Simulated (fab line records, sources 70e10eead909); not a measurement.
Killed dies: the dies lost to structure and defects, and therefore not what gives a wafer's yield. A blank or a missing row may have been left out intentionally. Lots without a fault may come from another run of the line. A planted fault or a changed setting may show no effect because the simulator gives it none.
Matching of chambers :: flow nand harc :: NHARC_A_CHANNEL_FILL_D1_ALD_14 on ald hk-02: 4 sister chambers
The step deposits SiO2, target thk 2.5 nm, pulse time 10 s, ald cycles 25. 4 wafers are shown with their chamber, then 12 later ones without.

EACH WAFER AND ITS CHAMBER
wafer: L091.2
chamber: 3
heater power w (W): 396

wafer: L092.1
chamber: 2
heater power w (W): 406

wafer: L093.4
chamber: 1
heater power w (W): 466

wafer: L093.6
chamber: 0
heater power w (W): 536

WAFERS WHOSE CHAMBER IS MISSING
wafer: L094.3
heater power w (W): 549

wafer: L094.4
heater power w (W): 397

wafer: L094.5
heater power w (W): 443

wafer: L094.1
heater power w (W): 402

wafer: L094.2
heater power w (W): 459

wafer: L094.6
heater power w (W): 563

wafer: L095.2
heater power w (W): 443

wafer: L095.4
heater power w (W): 542

wafer: L095.6
heater power w (W): 400

wafer: L097.4
heater power w (W): 394

wafer: L097.5
heater power w (W): 389

wafer: L097.6
heater power w (W): 400

EACH ONE'S CHAMBER
wafer: L094.3
from the rows above: 0
in truth: 0

wafer: L094.4
from the rows above: can't be placed: 3 or 2
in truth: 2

wafer: L094.5
from the rows above: can't be placed: 1 or 2 or 3
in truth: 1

wafer: L094.1
from the rows above: can't be placed: 2 or 3
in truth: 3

wafer: L094.2
from the rows above: 1
in truth: 1

wafer: L094.6
from the rows above: 0
in truth: 0

wafer: L095.2
from the rows above: can't be placed: 1 or 2 or 3
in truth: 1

wafer: L095.4
from the rows above: 0
in truth: 0

wafer: L095.6
from the rows above: can't be placed: 3 or 2
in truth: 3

wafer: L097.4
from the rows above: can't be placed: 3 or 2
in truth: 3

wafer: L097.5
from the rows above: can't be placed: 3 or 2
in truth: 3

wafer: L097.6
from the rows above: can't be placed: 3 or 2
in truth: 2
4 of 12 placed correctly. From these rows, 8 cannot be placed; in 8 the true chamber is one of the candidates. 0 placed wrongly.
How it was worked out, from the rows above alone: a wafer's distance from a chamber is the root of the sum, over the readings, of the square of ((its reading less the chamber's mean) divided by the reading's scatter). If the next closest chamber is less than 2 further off than the closest, the wafer can't be placed; otherwise it belongs to the closest. For every chamber, the mean is computed from those of its wafers that are shown. The scatter: root of mean squared gap, hidden wafer to nearest shown wafer, with one shown wafer a chamber.
